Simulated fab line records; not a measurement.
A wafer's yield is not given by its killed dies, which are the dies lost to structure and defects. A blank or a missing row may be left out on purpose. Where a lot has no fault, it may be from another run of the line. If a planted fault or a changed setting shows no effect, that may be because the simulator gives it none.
A lot that was struck, set against a sound lot / flow n5-finfet / 24 out of 1938 route steps
Sound: these wafers, L266.1, L266.2, L266.4. The struck wafers were L263.2, L263.3, L263.4. The cause comes at the end.
Per side, at each step with rows, come the tool, then ch with its chambers, and then its first start. Under that, the readings that differ: sound wafers / struck wafers / difference of the means / sigmas: that difference in standard deviations of wafers without a fault.
alike: same words and numbers on both sides, and readings whose means sit less than 2 such deviations apart. not compared: any withheld reading, any reading some wafer has no value for, any bound like >300 that may hide the same value, and any number with overlapping values for which the record gives no deviation.
Wherever a step has rows on one side only, a row that says differs or no value, or a row with sigmas, the two part there. Non-overlapping numbers with no deviation appear without sigmas and do not part them. A reading missing from all wafers of one side parts the sides only when that side holds two or more wafers.

first, 8 steps without rows for these wafers: N5_BEOL_M10_ANNEAL_51 (time 90 s); N5_BEOL_M10_CMP_52 (polishes, stops on SiCOH lowk, t overpolish 7 s, target thk 140 nm); N5_BEOL_M10_PRE_CLEAN_55 (time 15 s); N5_BEOL_M10_DEP_56 (deposits SiCN from 3MS/NH3, target thk 15 nm, time 26.5 s); N5_BEOL_M11_ILD_DEP_00 (deposits SiCOH lowk from DEMS/porogen, target thk 308.51 nm, time 58 s); N5_BEOL_M11_CURE_71 (cures SiCOH lowk, time 240 s); N5_BEOL_M11_PECVD_70 (deposits SiO2 from TEOS/O2, target thk 20 nm, time 22.7 s); N5_BEOL_M11_HM_DEP_02 (deposits TiN, target thk 20 nm).
N5_BEOL_M11_COAT_59: time 60 s, resist thk 100 nm.
  sound on litho-track-02 ch 0, day 16 18:57; struck on litho-track-04 ch 0, day 15 12:53
reading=spin-speed-rpm (rpm); sound=1499.2 1500.6 1499.5; struck=1379.8 1381.4 1379.4; difference=-119.6; sigmas=-99 or more
reading=model.SOC_of_BEOL_M11_COAT_59.thk-nm (nm); sound=100 99.8 100; struck=104.2 104.2 104.6; difference=+4.4; sigmas=
  alike: plate-temp-C
then, 9 steps without rows for these wafers: N5_BEOL_M11_COAT_60 (time 60 s, resist thk 30 nm); N5_BEOL_M11_COAT_05 (resist thk 90 nm); N5_BEOL_M11_EBR_07; N5_BEOL_M11_SOFTBAKE_06 (time 60 s); N5_BEOL_M11_EXPOSE_08 (exposes mask M11); N5_BEOL_M11_PEB_09 (peb time 60 s); N5_BEOL_M11_DEVELOP_10 (develop time 30 s); N5_BEOL_M11_DESCUM_16 (chemistry O2, time 7.9 s); N5_BEOL_M11_ETCH_61 (etches SiARC in CF4, target depth 39 nm, time 65 s).
N5_BEOL_M11_ETCH_62: etches SOC in N2/H2, target depth 110 nm, overetch 22 nm, time 165 s.
  sound on rie-diel-04 ch 1,2,3, day 16 19:34; struck on rie-diel-01 ch 0,2,3, day 15 13:25
reading=model.etch.depth-nm (nm); sound=100.1 99.9 99.93; struck=104.3 104.1 104.6; difference=+4.4; sigmas=
  alike: drypump-motor-current-A, n2-flow-sccm, oes-product-au, rf-fwd-power-W, rf-vpp-V, showerhead-plenum-p-Torr, throttle-valve-pct
  not compared: rf-hours-counter-h
then, 2 steps without rows for these wafers: N5_BEOL_M11_STRIP_68 (strips in N2/H2); N5_BEOL_M11_STRIP_67 (strips in CF4).
N5_BEOL_M11_HM_OPEN_17: chemistry Cl2/BCl3, target TiN, target depth 20 nm, overetch 6 nm.
  sound on rie-metal-02 ch 0,1, day 16 19:46; struck on rie-metal-02 ch 0,1, day 15 13:36
reading=model.SOC_of_BEOL_M11_COAT_59.thk-nm (nm); sound=92.6 92 92; struck=96.4 96.6 96.6; difference=+4.3; sigmas=
  alike: drypump-motor-current-A, oes-product-au, rf-fwd-power-W, throttle-valve-pct
  not compared: rf-hours-counter-h
then, 1 step without rows for these wafers: N5_BEOL_M11_STRIP_19 (strips in O2).
-- a jump in the record: the struck wafers' starts before and after are 2 days apart (it breaks off in module BEOL_M11 and resumes in module PASSIVATION, where the first step shown is number 1936 of the route) --
N5_PASSIVATION_PROBE_49:
  rows exist in the record for the struck wafers here (prober-02, day 17 15:00), but not for the sound ones

## WHERE THEY PART
Last at N5_PASSIVATION_PROBE_49 as far as this record goes, first at N5_BEOL_M11_COAT_59.

WHY: the cause the simulator had injected
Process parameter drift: litho-track-04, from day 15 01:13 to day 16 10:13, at N5_BEOL_M11_COAT_59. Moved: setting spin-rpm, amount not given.
